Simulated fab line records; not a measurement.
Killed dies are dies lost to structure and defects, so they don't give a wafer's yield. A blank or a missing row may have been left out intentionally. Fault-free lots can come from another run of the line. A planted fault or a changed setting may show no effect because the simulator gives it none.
Which of the tools did it?    flow n5_finfet    7 lots, 21 wafers sampled, at 3 steps of a route of 1938

## WHAT THE GAUGES READ, wafer by wafer
N5_PASSIVATION_CD_MEAS_10: target cd 3000 nm.
lot   measured      on         cd_nm (nm)
L671  day 13 03:20  cd_sem-01  3000.7 2999.4 2997.5
L673  day 13 20:38  cd_sem-02  3000.9 3002.1 3001.8
L675  day 15 03:47  cd_sem-01  3000.0 3002.0 3001.6
L684  day 18 00:59  cd_sem-02  2997.9 2999.0 3001.3
L685  day 18 07:47  cd_sem-03  3002.9 3003.1 2998.5
L686  day 18 18:52  cd_sem-01  3002.5 2999.5 3001.0
L690  day 19 11:45  cd_sem-02  3000.1 3001.9 2997.8

## WHAT TOOL EACH LOT RAN ON (gives the tool, then ch and the chambers of the sampled wafers, and finally the start)
lot   N5_BEOL_M15_ETCH_61                 N5_BEOL_M15_STRIP_62
L671  rie_diel-02 ch 1,3, day 12 13:00    rie_diel-05 ch 1,2, day 13 03:20 or earlier
L673  rie_diel-02 ch 1,3, day 13 10:34    rie_diel-03 ch 0,1,3, day 13 20:38 or earlier
L675  rie_diel-05 ch 0,1,2, day 14 14:07  rie_diel-02 ch 0,1,2, day 15 03:47 or earlier
L684  rie_diel-02 ch 0,1,2, day 17 10:58  rie_diel-02 ch 1,2, day 18 00:59 or earlier
L685  rie_diel-05 ch 1,2,3, day 17 15:11  rie_diel-02 ch 0,1,2, day 18 07:47 or earlier
L686  rie_diel-05 ch 0,2, day 18 00:48    rie_diel-05 ch 0,1,3, day 18 18:52 or earlier
L690  rie_diel-03 ch 1,3, day 19 00:04    rie_diel-02 ch 0,2,3, day 19 11:45 or earlier
- N5_BEOL_M15_ETCH_61: etches BARC in N2/H2, target depth 89 nm, overetch 26.7 nm, time 67.9 s.
- N5_BEOL_M15_STRIP_62: strips in O2.

## THE ANSWER, worked out from the rows above alone
Rule: what is usual is taken from the lots themselves. Put in order of their means at a reading, lots are off if they are a third of the lots or fewer, leave a main group of 4 or more, and stand apart from it by a gap of 3 or more times the standard deviation of the main group's means; of several such gaps the widest counts. If all means in a main group match to the digits the tables above print for the reading, that group is not used. A lot without any number at a reading at which 4 lots or more have one is off too. All remaining lots with rows at the step are treated as sound.
Across all readings shown, no lot is off: no conclusion can be drawn from this.

## WHAT HAD BEEN PUT IN BY THE SIMULATOR
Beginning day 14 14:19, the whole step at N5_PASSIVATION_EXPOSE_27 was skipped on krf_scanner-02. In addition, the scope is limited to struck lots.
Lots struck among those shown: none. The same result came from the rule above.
